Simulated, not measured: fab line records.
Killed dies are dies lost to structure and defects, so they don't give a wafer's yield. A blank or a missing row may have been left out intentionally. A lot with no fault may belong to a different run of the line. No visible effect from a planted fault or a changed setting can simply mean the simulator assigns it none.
Matching of chambers :: flow n5-finfet :: N5_FIN_SAQP_MANDREL2_REMOVE_60 on rie-si-02: 4 sister chambers
The step chemistry HBr/Cl2/O2, target a-Si, stops on SiNx, bt time 10 s. 20 wafers are shown with their chamber, then 10 later ones without.

## WAFERS PAIRED WITH THEIR CHAMBERS
wafer: L075.3
chamber: 1
throttle-valve-pct (%): 36.7
drypump-motor-current-A (A): 6.0
oes-product-au (a.u.): 0.993

wafer: L075.4
chamber: 0
throttle-valve-pct (%): 36.2
drypump-motor-current-A (A): 5.9
oes-product-au (a.u.): 1.023

wafer: L075.6
chamber: 3
throttle-valve-pct (%): 36.0
drypump-motor-current-A (A): 5.4
oes-product-au (a.u.): 1.008

wafer: L076.1
chamber: 1
throttle-valve-pct (%): 36.7
drypump-motor-current-A (A): 6.0
oes-product-au (a.u.): 0.994

wafer: L076.3
chamber: 2
throttle-valve-pct (%): 36.9
drypump-motor-current-A (A): 5.9
oes-product-au (a.u.): 0.992

wafer: L076.6
chamber: 3
throttle-valve-pct (%): 36.1
drypump-motor-current-A (A): 5.4
oes-product-au (a.u.): 1.023

wafer: L078.2
chamber: 1
throttle-valve-pct (%): 36.7
drypump-motor-current-A (A): 5.9
oes-product-au (a.u.): 0.988

wafer: L078.4
chamber: 2
throttle-valve-pct (%): 36.9
drypump-motor-current-A (A): 5.9
oes-product-au (a.u.): 0.980

wafer: L078.5
chamber: 2
throttle-valve-pct (%): 36.9
drypump-motor-current-A (A): 5.9
oes-product-au (a.u.): 1.000

wafer: L079.3
chamber: 0
throttle-valve-pct (%): 36.2
drypump-motor-current-A (A): 5.9
oes-product-au (a.u.): 1.035

wafer: L079.4
chamber: 2
throttle-valve-pct (%): 36.9
drypump-motor-current-A (A): 5.9
oes-product-au (a.u.): 0.998

wafer: L079.6
chamber: 3
throttle-valve-pct (%): 36.1
drypump-motor-current-A (A): 5.4
oes-product-au (a.u.): 1.018

wafer: L081.2
chamber: 2
throttle-valve-pct (%): 36.9
drypump-motor-current-A (A): 6.0
oes-product-au (a.u.): 0.986

wafer: L081.4
chamber: 0
throttle-valve-pct (%): 36.2
drypump-motor-current-A (A): 5.9
oes-product-au (a.u.): 1.010

wafer: L081.5
chamber: 2
throttle-valve-pct (%): 36.9
drypump-motor-current-A (A): 5.9
oes-product-au (a.u.): 0.992

wafer: L083.2
chamber: 0
throttle-valve-pct (%): 36.2
drypump-motor-current-A (A): 5.9
oes-product-au (a.u.): 1.014

wafer: L083.4
chamber: 3
throttle-valve-pct (%): 36.1
drypump-motor-current-A (A): 5.4
oes-product-au (a.u.): 1.007

wafer: L083.5
chamber: 2
throttle-valve-pct (%): 36.9
drypump-motor-current-A (A): 6.0
oes-product-au (a.u.): 0.977

wafer: L085.3
chamber: 1
throttle-valve-pct (%): 36.7
drypump-motor-current-A (A): 6.0
oes-product-au (a.u.): 0.989

wafer: L085.5
chamber: 0
throttle-valve-pct (%): 36.2
drypump-motor-current-A (A): 5.9
oes-product-au (a.u.): 1.023

SIGNATURES, as means of the wafers listed above
reading: throttle-valve-pct
chamber 0: 36.200
chamber 1: 36.700
chamber 2: 36.900
chamber 3: 36.075
scatter within a chamber: 0.0217

reading: drypump-motor-current-A
chamber 0: 5.900
chamber 1: 5.975
chamber 2: 5.929
chamber 3: 5.400
scatter within a chamber: 0.0369

reading: oes-product-au
chamber 0: 1.02100
chamber 1: 0.99100
chamber 2: 0.98929
chamber 3: 1.01400
scatter within a chamber: 0.00804
Rule: for each reading, subtract the chamber's mean from the wafer's reading, divide by that reading's scatter and square the result; add these up over the readings and take the root, which gives the wafer's distance from the chamber. If the next closest chamber is less than 2 further off than the closest, the wafer can't be placed; otherwise it belongs to the closest. How the scatter is found: for the shown wafers, subtract from each reading the mean of its chamber, square and add these, divide the total by (wafers less chambers), then take the root.

## WAFERS WITHOUT THEIR CHAMBER
wafer: L085.6
throttle-valve-pct (%): 36.1
drypump-motor-current-A (A): 5.4
oes-product-au (a.u.): 1.017

wafer: L090.1
throttle-valve-pct (%): 36.1
drypump-motor-current-A (A): 5.4
oes-product-au (a.u.): 1.019

wafer: L090.5
throttle-valve-pct (%): 36.2
drypump-motor-current-A (A): 5.9
oes-product-au (a.u.): 1.016

wafer: L090.6
throttle-valve-pct (%): 36.7
drypump-motor-current-A (A): 6.0
oes-product-au (a.u.): 0.985

wafer: L092.2
throttle-valve-pct (%): 36.9
drypump-motor-current-A (A): 5.9
oes-product-au (a.u.): 0.995

wafer: L092.5
throttle-valve-pct (%): 36.7
drypump-motor-current-A (A): 5.9
oes-product-au (a.u.): 0.989

wafer: L092.6
throttle-valve-pct (%): 36.9
drypump-motor-current-A (A): 5.9
oes-product-au (a.u.): 0.986

wafer: L093.3
throttle-valve-pct (%): 36.7
drypump-motor-current-A (A): 6.0
oes-product-au (a.u.): 0.984

wafer: L093.4
throttle-valve-pct (%): 36.9
drypump-motor-current-A (A): 5.9
oes-product-au (a.u.): 0.988

wafer: L093.5
throttle-valve-pct (%): 36.7
drypump-motor-current-A (A): 6.0
oes-product-au (a.u.): 0.989

## CHAMBER TAKEN BY EACH
wafer: L085.6
from the rows above: 3
in truth: 3

wafer: L090.1
from the rows above: 3
in truth: 3

wafer: L090.5
from the rows above: 0
in truth: 0

wafer: L090.6
from the rows above: 1
in truth: 1

wafer: L092.2
from the rows above: 2
in truth: 2

wafer: L092.5
from the rows above: 1
in truth: 1

wafer: L092.6
from the rows above: 2
in truth: 2

wafer: L093.3
from the rows above: 1
in truth: 1

wafer: L093.4
from the rows above: 2
in truth: 2

wafer: L093.5
from the rows above: 1
in truth: 1
10 of 10 placed correctly. Not placeable from these rows: 0. Wrongly placed: 0.
